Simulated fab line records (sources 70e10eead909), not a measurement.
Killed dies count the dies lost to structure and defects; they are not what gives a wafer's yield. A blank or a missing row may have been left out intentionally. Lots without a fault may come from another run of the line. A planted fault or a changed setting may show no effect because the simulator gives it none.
Matching of chambers + flow nand_harc + NHARC_A_STAIRCASE_ALD_420 on ald_hk-04: 4 sister chambers
The step deposits SiO2, target thk 20 nm, pulse time 6 s, ald cycles 200. 22 wafers are shown with their chamber, then 11 later ones without.

EACH WAFER AND ITS CHAMBER
| wafer  | chamber | heater_power_w (W) | precursor_pulse_height_rel |
|--------|---------|--------------------|----------------------------|
| L077.3 | 0       | 514                | 1.021                      |
| L077.4 | 2       | 440                | 0.991                      |
| L077.5 | 2       | 448                | 0.981                      |
| L083.2 | 2       | 445                | 0.985                      |
| L083.5 | 1       | 503                | 1.006                      |
| L083.6 | 2       | 444                | 0.986                      |
| L085.1 | 0       | 530                | 1.002                      |
| L085.5 | 0       | 527                | 1.004                      |
| L085.6 | 3       | 521                | 1.002                      |
| L084.1 | 3       | 517                | 1.020                      |
| L084.4 | 0       | 511                | 1.001                      |
| L084.5 | 3       | 519                | 1.019                      |
| L086.1 | 2       | 445                | 1.030                      |
| L086.2 | 0       | 515                | 0.982                      |
| L086.4 | 3       | 530                | 1.030                      |
| L087.1 | 1       | 498                | 0.978                      |
| L087.3 | 0       | 512                | 0.989                      |
| L087.5 | 3       | 537                | 1.038                      |
| L089.4 | 2       | 442                | 1.052                      |
| L089.5 | 3       | 524                | 0.997                      |
| L089.6 | 0       | 507                | 1.022                      |
| L090.2 | 2       | 444                | 0.992                      |

SIGNATURES (averages over the wafers above)
| reading                    | chamber 0 | chamber 1 | chamber 2 | chamber 3 | scatter within a chamber |
|----------------------------|-----------|-----------|-----------|-----------|--------------------------|
| heater_power_w             | 516.57    | 500.50    | 444.00    | 524.67    | 6.57                     |
| precursor_pulse_height_rel | 1.00300   | 0.99200   | 1.00243   | 1.01767   | 0.0204                   |
Rule: a wafer's distance from a chamber is the root of the sum, over the readings, of the square of ((its reading less the chamber's mean) divided by the reading's scatter). If the next closest chamber is less than 2 further off than the closest, the wafer can't be placed; otherwise it belongs to the closest. The scatter: take each reading less its chamber's mean, square it, sum over the shown wafers, divide by the number of wafers less the number of chambers, and take the root.

WAFERS MISSING THEIR CHAMBER
| wafer  | heater_power_w (W) | precursor_pulse_height_rel |
|--------|--------------------|----------------------------|
| L090.4 | 520                | 1.004                      |
| L090.6 | 519                | 0.998                      |
| L093.1 | 525                | 1.030                      |
| L093.2 | 487                | 0.999                      |
| L093.3 | 516                | 1.019                      |
| L095.3 | 543                | 0.998                      |
| L095.5 | 503                | 0.982                      |
| L095.6 | 548                | 0.953                      |
| L096.1 | 503                | 0.994                      |
| L096.4 | 440                | 1.005                      |
| L096.6 | 504                | 1.008                      |

WHICH CHAMBER EACH WENT THROUGH
| wafer  | from the rows above          | in truth |
|--------|------------------------------|----------|
| L090.4 | can't be placed: 0 or 3      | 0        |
| L090.6 | can't be placed: 0 or 3      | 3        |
| L093.1 | can't be placed: 3 or 0      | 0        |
| L093.2 | 1                            | 1        |
| L093.3 | can't be placed: 0 or 3 or 1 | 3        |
| L095.3 | can't be placed: 3 or 0      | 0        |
| L095.5 | can't be placed: 1 or 0      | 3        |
| L095.6 | can't be placed: 3 or 0      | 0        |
| L096.1 | can't be placed: 1 or 0      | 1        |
| L096.4 | 2                            | 2        |
| L096.6 | can't be placed: 1 or 0      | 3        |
2 of 11 placed correctly. Unplaceable from these rows: 9, with the true chamber sitting among the candidates in 7. 0 placed wrongly.
